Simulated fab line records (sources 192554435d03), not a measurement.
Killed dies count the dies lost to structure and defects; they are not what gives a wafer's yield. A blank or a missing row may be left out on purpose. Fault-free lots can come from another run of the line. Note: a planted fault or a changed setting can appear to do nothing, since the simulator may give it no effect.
Chamber matching + flow n5Finfet + aldSin-04 running N5_MOL_CONTACT_COAG_ALD_123: 4 sister chambers
The step deposits SiNx, target thk 5 nm, pulse time 1 s, purge time 2 s. 4 wafers are shown with their chamber, then 8 later ones without.

## EACH WAFER AND ITS CHAMBER
| wafer  | chamber | heaterPowerW (W) |
|--------|---------|------------------|
| L081.3 | 1       | 819              |
| L087.1 | 2       | 728              |
| L087.5 | 3       | 925              |
| L090.1 | 0       | 846              |

## WAFERS WHOSE CHAMBER IS MISSING
| wafer  | heaterPowerW (W) |
|--------|------------------|
| L090.2 | 896              |
| L090.6 | 927              |
| L091.1 | 921              |
| L091.3 | 738              |
| L091.5 | 856              |
| L093.1 | 861              |
| L093.4 | 865              |
| L093.5 | 743              |

## CHAMBER TAKEN BY EACH
| wafer  | from the rows above     | in truth |
|--------|-------------------------|----------|
| L090.2 | can't be placed: 3 or 0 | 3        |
| L090.6 | 3                       | 3        |
| L091.1 | 3                       | 3        |
| L091.3 | 2                       | 2        |
| L091.5 | can't be placed: 0 or 1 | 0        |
| L093.1 | can't be placed: 0 or 1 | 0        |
| L093.4 | can't be placed: 0 or 1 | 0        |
| L093.5 | 2                       | 2        |
4 of 8 placed correctly. Cannot be placed on the basis of these rows: 4; the candidates contain the true chamber in 4. Number placed wrongly: 0.
How it was worked out, from the rows above alone: a wafer's distance from a chamber is the root of the sum, over the readings, of the square of ((its reading less the chamber's mean) divided by the reading's scatter). If the next closest chamber is less than 2 further off than the closest, the wafer can't be placed; otherwise it belongs to the closest. The mean given for a chamber averages the wafers shown for that chamber. The scatter: root of mean squared gap, hidden wafer to nearest shown wafer, with one shown wafer a chamber.
